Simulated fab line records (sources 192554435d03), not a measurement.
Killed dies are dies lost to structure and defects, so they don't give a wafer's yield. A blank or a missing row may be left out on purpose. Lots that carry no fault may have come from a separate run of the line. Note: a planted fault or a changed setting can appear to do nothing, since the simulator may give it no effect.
Lot-split experiment ; flow n5 finfet ; route with 1938 steps; 7 lots, 21 wafers read

## ON THE SPLIT
At N5_BEOL_M0_SAQP_SPACER1_ALD_98 (deposits SiO2, target thk 12.8 nm, pulse time 1 s, purge time 2 s), the setting ald cycles was moved away from the recipe's 138 on 8 of the 21 wafers read, by -10.9% to +14.5%. For the rest of the wafers, this setting stayed at what the recipe calls for.

## FROM THE SPLIT TO THE READING: what the file shows between them, 2 steps
- N5_BEOL_M0_SAQP_SPACER1_ETCHBACK_99: etches SiO2 in CHF3/O2, target depth 15.4 nm, time 7.7 s
- N5_BEOL_M0_SAQP_MANDREL1_REMOVE_100: chemistry HBr/Cl2/O2, target a-Si, stops on SiNx, bt time 10 s

## THE READING
cd nm, in nm, at N5_BEOL_M0_SAQP_CD_MEAS_25 (target cd 13.1 nm). Fault-free wafers of this fab line usually give 12.77 nm, standard deviation 0.22 nm.

wafer;tool, chamber at the split;ald cycles as run;against the recipe;cd nm, nm;against lot-mates on the recipe
L075.1;ald sin-01, 3;138;recipe;12.69;-
L075.2;ald sin-01, 0;153;+10.9%;14.00;+1.32
L075.3;ald sin-01, 2;138;recipe;12.67;-
L077.1;ald sin-02, 3;138;recipe;13.35;-
L077.2;ald sin-02, 0,3;145;+5.1%;13.61;+0.26
L077.5;ald sin-02, 0,3;145;+5.1%;13.60;+0.25
L085.1;ald sin-02, 1,3;138;recipe;13.09;-
L085.3;ald sin-02, 0;158;+14.5%;14.54;+1.63
L085.4;ald sin-02, 1,3;138;recipe;12.73;-
L088.2;ald sin-02, 1;138;recipe;12.59;-
L088.3;ald sin-02, 3,0;123;-10.9%;11.30;-1.29
L088.6;ald sin-02, 3,0;123;-10.9%;11.22;-1.37
L091.2;ald sin-01, 1,2,0;138;recipe;12.59;-
L091.3;ald sin-01, 1,2,0;138;recipe;12.51;-
L091.6;ald sin-01, 1,2,0;138;recipe;12.96;-
L092.1;ald sin-02, 2,1;150;+8.7%;13.61;+0.87
L092.3;ald sin-02, 2,1;150;+8.7%;13.92;+1.18
L092.4;ald sin-02, 0;138;recipe;12.74;-
L097.2;ald sin-02, 0,1,2;138;recipe;13.07;-
L097.5;ald sin-02, 0,1,2;138;recipe;12.62;-
L097.6;ald sin-02, 0,1,2;138;recipe;12.64;-
Where a row lists several chambers, the file gives one row for several wafers and doesn't say which wafer went through which chamber.

THE FIT
A straight line over all 21 wafers: cd nm changes by +0.127 nm for each +1% of ald cycles; r = +0.96; the points scatter about the line by 0.23 nm.
The same after taking each lot's own level away (the mean of its wafers on the recipe; 21 wafers): +0.115 nm for each +1%; r = +0.97; scatter 0.17 nm.
The reading moves by 1.7 nm for the largest change in ald cycles, on that fit.
Measured against the standard deviation above, the lots' own levels, which go from 12.590 to 13.350 nm, span 3.5 times it.
Thus the slope moves with the lot-to-lot level: the two fits are different.
Check: +1.64 nm against its lot-mates is what the line predicts for one of the wafers moved furthest among these (+14.5%) when that wafer is left out of the fit. It came out at +1.63 nm against them.

## THE WHOLE CHAIN: every reading that the file lists as answering this split, in the file's order
step;what it does;reading;change (the file's fit);r (the file's)
N5_BEOL_M0_SAQP_SPACER1_ALD_98;deposits SiO2, target thk 12.8 nm, pulse time 1 s, purge time 2 s;SiO2_of_BEOL_M0_SAQP_SPACER1_ALD_98.thk nm (the simulator's own value, which no gauge read);+0.132 nm for each +1% of the setting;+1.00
N5_BEOL_M0_SAQP_MANDREL1_REMOVE_100;chemistry HBr/Cl2/O2, target a-Si, stops on SiNx, bt time 10 s;BEOL_M0_SAQP.cd nm (the simulator's own value, which no gauge read);+0.129 nm for each +1% of the setting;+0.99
N5_BEOL_M0_SAQP_MANDREL1_REMOVE_100;chemistry HBr/Cl2/O2, target a-Si, stops on SiNx, bt time 10 s;SiO2_of_BEOL_M0_SAQP_SPACER1_ALD_98.thk nm (the simulator's own value, which no gauge read);+0.125 nm for each +1% of the setting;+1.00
N5_BEOL_M0_SAQP_CD_MEAS_25;target cd 13.1 nm;cd nm;+0.114 nm for each +1% of the setting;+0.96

## FILE'S OWN FIT
cd nm changes by +0.114 nm for each +1% of ald cycles, r = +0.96.
